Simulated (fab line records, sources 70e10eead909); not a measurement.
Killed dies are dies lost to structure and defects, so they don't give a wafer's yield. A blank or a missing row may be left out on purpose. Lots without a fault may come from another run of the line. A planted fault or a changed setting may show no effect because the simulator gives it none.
Which tool did it? | flow nand_harc | 7 lots, 21 wafers sampled, at 5 steps of a route of 1159

WHAT THE GAUGES READ, wafer by wafer
NHARC_END_SORT_01.
lot  | measured     | on        | killed_at_array
L939 | day 21 06:40 | prober-02 | 97 70 91
L948 | day 23 11:35 | prober-02 | 38 33 29
L947 | day 22 21:35 | prober-01 | 18 16 16

WHICH TOOL RAN EACH LOT (tool, then ch and the chambers of the sampled wafers, then the start)
lot  | NHARC_A_STAIRCASE_STRIP_464        | NHARC_THIN_TSV_ETCH_15           | NHARC_THIN_TSV_STRIP_45              | NHARC_THIN_TSV_DEGAS_53
L934 | rie_diel-06 ch 0,3, day 12 12:21   | rie_si-06 ch 1,2, day 19 17:29   | plasma_asher-01 ch 0,1, day 19 17:50 | pvd_sputter-03, day 19 21:26
L933 | rie_diel-10 ch 0,1, day 12 16:08   | rie_si-03 ch 2,3, day 19 22:20   | plasma_asher-02 ch 0,1, day 19 23:02 | pvd_sputter-01, day 20 03:40
L939 | rie_diel-10 ch 0,1,3, day 13 01:23 | rie_si-06 ch 0,1,3, day 20 16:20 | plasma_asher-02 ch 0,1, day 20 16:34 | pvd_sputter-03, day 20 20:42
L948 | rie_diel-02 ch 0,1, day 15 06:33   | rie_si-06 ch 2,3, day 22 21:17   | plasma_asher-01 ch 0,1, day 22 21:31 | pvd_sputter-02, day 23 01:47
L947 | rie_diel-02 ch 1,2,3, day 15 08:43 | rie_si-03 ch 0,1,2, day 21 18:37 | plasma_asher-02 ch 0,1, day 21 18:55 | pvd_sputter-02, day 21 22:40
L952 | rie_diel-02 ch 1,2,3, day 16 21:52 | rie_si-02 ch 1,2,3, day 24 01:41 | plasma_asher-01 ch 0,1, day 24 01:55 | pvd_sputter-03, day 24 05:38
L955 | rie_diel-10 ch 0,2,3, day 17 19:16 | rie_si-02 ch 1,2,3, day 24 08:34 | plasma_asher-02 ch 0,1, day 24 08:47 | pvd_sputter-02, day 24 12:30
- NHARC_A_STAIRCASE_STRIP_464: strips in O2/COS.
- NHARC_THIN_TSV_ETCH_15: target depth 3000 nm, bosch target overetch cycles 2, bosch etch step 2.8 s.
- NHARC_THIN_TSV_STRIP_45: strips in O2.
- NHARC_THIN_TSV_DEGAS_53: time 60 s.

THE ANSWER, worked out from the rows above alone
Rule: what is usual is taken from the lots themselves. Put in order of their means at a reading, lots are off if they are a third of the lots or fewer, leave a main group of 4 or more, and stand apart from it by a gap of 3 or more times the standard deviation of the main group's means; of several such gaps the widest counts. A main group whose means are all the same, to the digits that the tables above print for the reading, isn't used. A lot without any number at a reading at which 4 lots or more have one is off too. The other lots that the step has rows for count as sound.
No lot is off at any reading shown: from this, nothing can be told.

WHAT THE SIMULATOR HAD PUT IN
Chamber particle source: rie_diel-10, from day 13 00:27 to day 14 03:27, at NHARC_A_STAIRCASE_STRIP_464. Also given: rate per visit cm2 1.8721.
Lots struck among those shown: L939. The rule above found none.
